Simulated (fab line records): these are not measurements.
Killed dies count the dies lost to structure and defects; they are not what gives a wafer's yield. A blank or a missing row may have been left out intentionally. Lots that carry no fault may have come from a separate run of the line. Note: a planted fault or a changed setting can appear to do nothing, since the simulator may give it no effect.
8D (eight disciplines) problem report, filled in by code | flow n5_finfet | the parts of the form that need people (team, actions taken, sign-off) are left out

== 1. PROBLEM STATEMENT ==
M9_ILD_THK at N5_BEOL_M9_THK_MEAS_01 reads a mean of 187 nm on 4 wafers of 3 lots; wafers without a fault read 268 nm with a standard deviation of 3.2. That is -25 standard deviations from the usual mean.
The first sign was on wafer L103.4 at day 14 16:08, on film_metro-02. The record has a number at this step for 33 wafers belonging to 12 lots. The rule behind "out" and "out of limits": a value lying over 4 standard deviations away from the usual mean. The other wafers with a number count as sound.

== 2. WHAT IT IS AND WHAT IT IS NOT ==
question                    | is                             | is not
which readings at this step | M9_ILD_THK                     | -
which lots                  | L103, L105, L107               | L104, L108, L109, L111, L989, L991, L994, L995, L999
which wafers of those lots  | L103.4, L103.5, L105.4, L107.5 | L105.1, L107.1
read on which gauges        | film_metro-01, film_metro-02   | -
when                        | from day 14 16:08              | up to then (15 sound wafers); but 14 sound wafers of L104, L105, L107, L108, L109, L111 came after

== 3. THE SUSPECTS, EACH WITH WHAT RULES IT OUT ==
Counting: if a tool at a process step up to the reading ran every lot that is out, it stays a suspect. Sound lots after the first of them don't rule it out here, since some wafers of a struck lot are sound.
- ruled out: the gauge at N5_BEOL_M9_THK_MEAS_01. Those wafers that are out were read across 2 gauges (film_metro-01, film_metro-02).
- pecvd-01 at N5_BEOL_M9_ILD_DEP_00 (deposits SiCOH lowk from DEMS/porogen, target thk 308.51 nm, time 58 s): kept. Ran every lot that is out, first one L103 (day 14 15:34); last sound lot up to then L999 (day 13 17:49). Out on those wafers are its own readings of run_length_s.
Remaining after the count: pecvd-01 at N5_BEOL_M9_ILD_DEP_00.

== 4. THE CAUSE (what the simulator had put in) ==
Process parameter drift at N5_BEOL_M9_ILD_DEP_00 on pecvd-01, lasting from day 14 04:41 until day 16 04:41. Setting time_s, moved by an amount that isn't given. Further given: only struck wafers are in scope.
This tool alone remained once counting was done.

== 5. THE CHAIN OF EFFECTS, in route order ==
Each row: a reading whose mean over the struck wafers that have a number lies more than 3 standard deviations from the usual. Only readings for which the record gives a usual standard deviation are gone through. hours: the time from each lot's start at the first step in this table that gives one to its start at this step, as a median over the lots. sigmas: the change in usual standard deviations.
hours | step                   | reading      | usual   | on struck wafers | change | sigmas
0     | N5_BEOL_M9_ILD_DEP_00  | run_length_s | 100.8 s | 83.6             | -17.2  | -27
1     | N5_BEOL_M9_THK_MEAS_01 | M9_ILD_THK   | 268 nm  | 187              | -81    | -25
Its process steps:
- N5_BEOL_M9_ILD_DEP_00: deposits SiCOH lowk from DEMS/porogen, target thk 308.51 nm, time 58 s.

== 6. HOW IT WOULD HAVE BEEN CAUGHT EARLIER ==
The first out-of-limits reading at a measuring or inspecting step in this record came at day 14 16:08, 11 hours after the fault's start at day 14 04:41.
At N5_BEOL_M9_ILD_DEP_00, the tool's own readings (run_length_s) were out on each struck wafer the step has a row for, so an alarm limit on them would have fired on the first such wafer.
Of the lots that are out (3), L105, L107 began N5_BEOL_M9_ILD_DEP_00 on pecvd-01 after day 14 16:08. A hold on the tool at that time would have spared those 2.
